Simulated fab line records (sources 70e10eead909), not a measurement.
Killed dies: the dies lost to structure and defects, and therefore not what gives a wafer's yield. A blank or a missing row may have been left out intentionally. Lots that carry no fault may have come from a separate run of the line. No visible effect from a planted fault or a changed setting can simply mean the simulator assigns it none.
Matching of chambers :: flow nand-harc :: NHARC_P_M2_PRE_CLEAN_32 on pecvd-03 has 3 sister chambers
The step time 12 s. 16 wafers are shown with their chamber, then 8 later ones without.

== EACH WAFER AND ITS CHAMBER ==
wafer: L079.2
chamber: 1
heater-power-w (W): 637
heater-power-outer-w (W): 367

wafer: L079.3
chamber: 0
heater-power-w (W): 588
heater-power-outer-w (W): 333

wafer: L079.6
chamber: 0
heater-power-w (W): 584
heater-power-outer-w (W): 328

wafer: L082.3
chamber: 2
heater-power-w (W): 618
heater-power-outer-w (W): 348

wafer: L082.4
chamber: 0
heater-power-w (W): 660
heater-power-outer-w (W): 387

wafer: L082.6
chamber: 2
heater-power-w (W): 621
heater-power-outer-w (W): 347

wafer: L084.1
chamber: 2
heater-power-w (W): 618
heater-power-outer-w (W): 369

wafer: L084.4
chamber: 0
heater-power-w (W): 644
heater-power-outer-w (W): 357

wafer: L084.5
chamber: 1
heater-power-w (W): 565
heater-power-outer-w (W): 318

wafer: L087.2
chamber: 1
heater-power-w (W): 606
heater-power-outer-w (W): 340

wafer: L087.3
chamber: 0
heater-power-w (W): 666
heater-power-outer-w (W): 373

wafer: L087.4
chamber: 0
heater-power-w (W): 665
heater-power-outer-w (W): 373

wafer: L086.3
chamber: 1
heater-power-w (W): 618
heater-power-outer-w (W): 357

wafer: L086.4
chamber: 2
heater-power-w (W): 592
heater-power-outer-w (W): 321

wafer: L086.5
chamber: 1
heater-power-w (W): 632
heater-power-outer-w (W): 366

wafer: L088.1
chamber: 0
heater-power-w (W): 671
heater-power-outer-w (W): 388

SIGNATURES (means of the wafers above)
reading: heater-power-w
chamber 0: 639.71
chamber 1: 611.60
chamber 2: 612.25
scatter within a chamber: 30.9

reading: heater-power-outer-w
chamber 0: 362.71
chamber 1: 349.60
chamber 2: 346.25
scatter within a chamber: 22.3
Rule: distance of a wafer from a chamber = root of the sum over the readings of ((wafer's reading minus chamber's mean) / reading's scatter) squared. If the next closest chamber is less than 2 further off than the closest, the wafer can't be placed; otherwise it belongs to the closest. The scatter: take each reading less its chamber's mean, square it, sum over the shown wafers, divide by the number of wafers less the number of chambers, and take the root.

== WAFERS WITH NO CHAMBER GIVEN ==
wafer: L088.4
heater-power-w (W): 654
heater-power-outer-w (W): 392

wafer: L088.5
heater-power-w (W): 577
heater-power-outer-w (W): 314

wafer: L093.1
heater-power-w (W): 597
heater-power-outer-w (W): 319

wafer: L093.5
heater-power-w (W): 620
heater-power-outer-w (W): 362

wafer: L093.6
heater-power-w (W): 572
heater-power-outer-w (W): 325

wafer: L094.1
heater-power-w (W): 629
heater-power-outer-w (W): 364

wafer: L094.4
heater-power-w (W): 637
heater-power-outer-w (W): 362

wafer: L094.6
heater-power-w (W): 524
heater-power-outer-w (W): 283

== WHICH CHAMBER EACH ONE RAN IN ==
wafer: L088.4
from the rows above: can't be placed: 0 or 1 or 2
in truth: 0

wafer: L088.5
from the rows above: can't be placed: 2 or 1 or 0
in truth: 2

wafer: L093.1
from the rows above: can't be placed: 2 or 1 or 0
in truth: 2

wafer: L093.5
from the rows above: can't be placed: 1 or 0 or 2
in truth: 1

wafer: L093.6
from the rows above: can't be placed: 2 or 1 or 0
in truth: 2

wafer: L094.1
from the rows above: can't be placed: 0 or 1 or 2
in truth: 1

wafer: L094.4
from the rows above: can't be placed: 0 or 1 or 2
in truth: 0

wafer: L094.6
from the rows above: can't be placed: 2 or 1 or 0
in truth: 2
Placed correctly: 0 of 8. Cannot be placed on the basis of these rows: 8; the candidates contain the true chamber in 8. Number placed wrongly: 0.
